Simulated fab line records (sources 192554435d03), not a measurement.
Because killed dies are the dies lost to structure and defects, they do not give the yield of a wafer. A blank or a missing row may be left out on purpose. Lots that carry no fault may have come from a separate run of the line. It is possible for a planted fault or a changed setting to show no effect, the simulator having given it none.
Which tool was responsible? || flow n5Finfet || 11 lots with 33 wafers sampled at 3 steps, on a route of 1938 steps

## WHAT THE GAUGES SHOWED, per wafer
N5_MOL_CONTACT_COAG_CD_MEAS_137: target cd 16 nm.
{"lot": "L075", "measured": "day 5 16:17", "on": "cdSem-01", "cdNm (nm)": "15.6 16.0 15.8"}
{"lot": "L077", "measured": "day 5 19:31", "on": "cdSem-02", "cdNm (nm)": "15.8 16.0 15.8"}
{"lot": "L079", "measured": "day 6 07:56", "on": "cdSem-01", "cdNm (nm)": "16.1 15.8 16.1"}
{"lot": "L081", "measured": "day 6 21:08", "on": "cdSem-03", "cdNm (nm)": "15.9 16.1 16.0"}
{"lot": "L083", "measured": "day 7 09:16", "on": "cdSem-02", "cdNm (nm)": "15.5 15.7 15.8"}
{"lot": "L085", "measured": "day 7 19:43", "on": "cdSem-01", "cdNm (nm)": "16.6 16.1 16.1"}
{"lot": "L087", "measured": "day 8 12:49", "on": "cdSem-01", "cdNm (nm)": "16.2 16.2 15.4"}
{"lot": "L089", "measured": "day 9 00:08", "on": "cdSem-02", "cdNm (nm)": "16.6 15.7 16.4"}
{"lot": "L091", "measured": "day 9 11:28", "on": "cdSem-02", "cdNm (nm)": "16.3 16.5 15.4"}
{"lot": "L093", "measured": "day 10 06:14", "on": "cdSem-01", "cdNm (nm)": "15.7 15.9 16.2"}
{"lot": "L096", "measured": "day 10 21:12", "on": "cdSem-03", "cdNm (nm)": "16.0 15.8 15.8"}

## WHICH TOOL RAN EACH LOT (tool, then ch and the chambers of the sampled wafers, then the start)
{"lot": "L075", "N5_MOL_CONTACT_COAG_STRIP_96": "rieDiel-06 ch 0,1,2, day 5 16:01", "N5_MOL_CONTACT_COAG_STRIP_119": "plasmaAsher-01 ch 0,1, day 5 16:08"}
{"lot": "L077", "N5_MOL_CONTACT_COAG_STRIP_96": "rieDiel-05 ch 1,2, day 5 19:04", "N5_MOL_CONTACT_COAG_STRIP_119": "plasmaAsher-01 ch 0,1, day 5 19:22"}
{"lot": "L079", "N5_MOL_CONTACT_COAG_STRIP_96": "rieDiel-04 ch 0,2, day 6 07:40", "N5_MOL_CONTACT_COAG_STRIP_119": "plasmaAsher-01 ch 0,1, day 6 07:48"}
{"lot": "L081", "N5_MOL_CONTACT_COAG_STRIP_96": "rieDiel-05 ch 0,2, day 6 20:35", "N5_MOL_CONTACT_COAG_STRIP_119": "plasmaAsher-02 ch 1, day 6 21:00"}
{"lot": "L083", "N5_MOL_CONTACT_COAG_STRIP_96": "rieDiel-04 ch 0,3, day 7 08:59", "N5_MOL_CONTACT_COAG_STRIP_119": "plasmaAsher-01 ch 0,1, day 7 09:08"}
{"lot": "L085", "N5_MOL_CONTACT_COAG_STRIP_96": "rieDiel-05 ch 0,2,3, day 7 19:27", "N5_MOL_CONTACT_COAG_STRIP_119": "plasmaAsher-02 ch 0,1, day 7 19:34"}
{"lot": "L087", "N5_MOL_CONTACT_COAG_STRIP_96": "rieDiel-04 ch 0,1,2, day 8 12:32", "N5_MOL_CONTACT_COAG_STRIP_119": "plasmaAsher-01 ch 0, day 8 12:40"}
{"lot": "L089", "N5_MOL_CONTACT_COAG_STRIP_96": "rieDiel-05 ch 0,2, day 8 23:52", "N5_MOL_CONTACT_COAG_STRIP_119": "plasmaAsher-02 ch 0,1, day 8 23:59"}
{"lot": "L091", "N5_MOL_CONTACT_COAG_STRIP_96": "rieDiel-06 ch 0,2,3, day 9 11:10", "N5_MOL_CONTACT_COAG_STRIP_119": "plasmaAsher-01 ch 0,1, day 9 11:17"}
{"lot": "L093", "N5_MOL_CONTACT_COAG_STRIP_96": "rieDiel-04 ch 0,3, day 10 05:58", "N5_MOL_CONTACT_COAG_STRIP_119": "plasmaAsher-02 ch 0,1, day 10 06:05"}
{"lot": "L096", "N5_MOL_CONTACT_COAG_STRIP_96": "rieDiel-06 ch 0,1, day 10 20:55", "N5_MOL_CONTACT_COAG_STRIP_119": "plasmaAsher-02 ch 0,1, day 10 21:04"}
- N5_MOL_CONTACT_COAG_STRIP_96: strips in N2/H2.
- N5_MOL_CONTACT_COAG_STRIP_119: strips in N2/H2, time 30 s.

## THE ANSWER, worked out from the rows above alone
Rule: the usual values come from the lots themselves. Put in order of their means at a reading, lots are off if they are a third of the lots or fewer, leave a main group of 4 or more, and stand apart from it by a gap of 3 or more times the standard deviation of the main group's means; of several such gaps the widest counts. If all means in a main group match to the digits the tables above print for the reading, that group is not used. Also off: a lot with no number at a reading for which 4 or more lots have one. The other lots that the step has rows for count as sound.
Nothing can be told from this: no lot is off at any reading shown.

## WHAT THE SIMULATOR HAD INSERTED
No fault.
